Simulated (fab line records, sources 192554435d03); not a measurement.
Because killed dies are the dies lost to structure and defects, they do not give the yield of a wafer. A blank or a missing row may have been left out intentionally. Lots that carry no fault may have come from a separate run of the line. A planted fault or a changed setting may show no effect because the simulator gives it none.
Split-lot experiment -- flow n5 finfet -- 21 wafers read across 7 lots, on a route 1938 steps long

== SPLIT DETAILS ==
At N5_BEOL_M8_ETCH_61 (etches SiARC in CF4, target depth 45.5 nm, time 75.8 s), the setting bias w was moved away from the recipe's 36 W on 9 of the 21 wafers read, by -13.4% to +13.1%. The other wafers ran this setting at the recipe's value.

Reading taken at the split's own step.

== THE READING ==
rf vpp V, in V, at N5_BEOL_M8_ETCH_61 (etches SiARC in CF4, target depth 45.5 nm, time 75.8 s). Typical for fault-free wafers on this fab line: 184.1 V, with standard deviation 1.2 V.

wafer,"tool, chamber at the split","bias w as run, W",against the recipe,"rf vpp V, V",against lot-mates on the recipe
L078.1,"rie diel-05, 2",39.22,+8.9%,195.3,+10.2
L078.2,"rie diel-05, 3",39.22,+8.9%,194.7,+9.6
L078.6,"rie diel-05, 3",36,recipe,185.1,-
L079.3,"rie diel-05, 1",36,recipe,185.0,-
L079.4,"rie diel-05, 0",36,recipe,183.7,-
L079.5,"rie diel-05, 1",40.37,+12.1%,196.5,+12.2
L087.3,"rie diel-03, 1",36,recipe,186.1,-
L087.4,"rie diel-03, 3",36,recipe,182.7,-
L087.6,"rie diel-03, 0",36,recipe,183.3,-
L088.4,"rie diel-05, 3",36,recipe,182.1,-
L088.5,"rie diel-05, 0",31.19,-13.4%,168.2,-13.9
L088.6,"rie diel-05, 3",31.19,-13.4%,168.5,-13.6
L091.1,"rie diel-01, 2",40.7,+13.1%,199.9,+15.3
L091.3,"rie diel-01, 0",36,recipe,184.7,-
L091.4,"rie diel-01, 3",36,recipe,184.5,-
L093.1,"rie diel-03, 1",36,recipe,186.8,-
L093.3,"rie diel-03, 3",36,recipe,183.8,-
L093.4,"rie diel-03, 0",39.09,+8.6%,191.9,+6.6
L097.2,"rie diel-03, 0",36,recipe,183.5,-
L097.4,"rie diel-03, 3",37.89,+5.2%,189.6,+6.1
L097.5,"rie diel-03, 1",37.89,+5.2%,191.3,+7.8

THE FIT
A straight line over all 21 wafers: rf vpp V changes by +1.15 V for each +1% of bias w; r = +0.99; the points scatter about the line by 1.3 V.
The same after taking each lot's own level away (the mean of its wafers on the recipe; 21 wafers): +1.05 V for each +1%; r = +0.99; scatter 1.2 V.
That fit puts the effect of the largest move of bias w on the reading at 14 V.
Across the lots, their own levels run from 182.10 to 185.30 V, a range of 2.7 times the standard deviation given above.
Hence the lot-to-lot level has little effect on the slope; both slopes agree.
Check: -14 V against its lot-mates is what the line predicts for one of the wafers moved furthest among these (-13.4%) when that wafer is left out of the fit. It came out at -13.9 V against them.
Tool readings at the split's step, against how far the setting was moved: rf vpp V r = +0.99.

== THESE WAFERS: OTHER SPLITS ==
Other splits were also applied to these wafers ahead of the reading. Each is held against what the fit with the lots' levels taken away leaves over:
other split on the same wafers,wafers away from the commonest value,r with rf vpp V (lot level and that fit taken away)
N5_BEOL_M7_COAT_60 spin rpm,6,-0.21

== THE FILE'S OWN FIT ==
rf vpp V changes by +1.05 V for each +1% of bias w, r = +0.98.
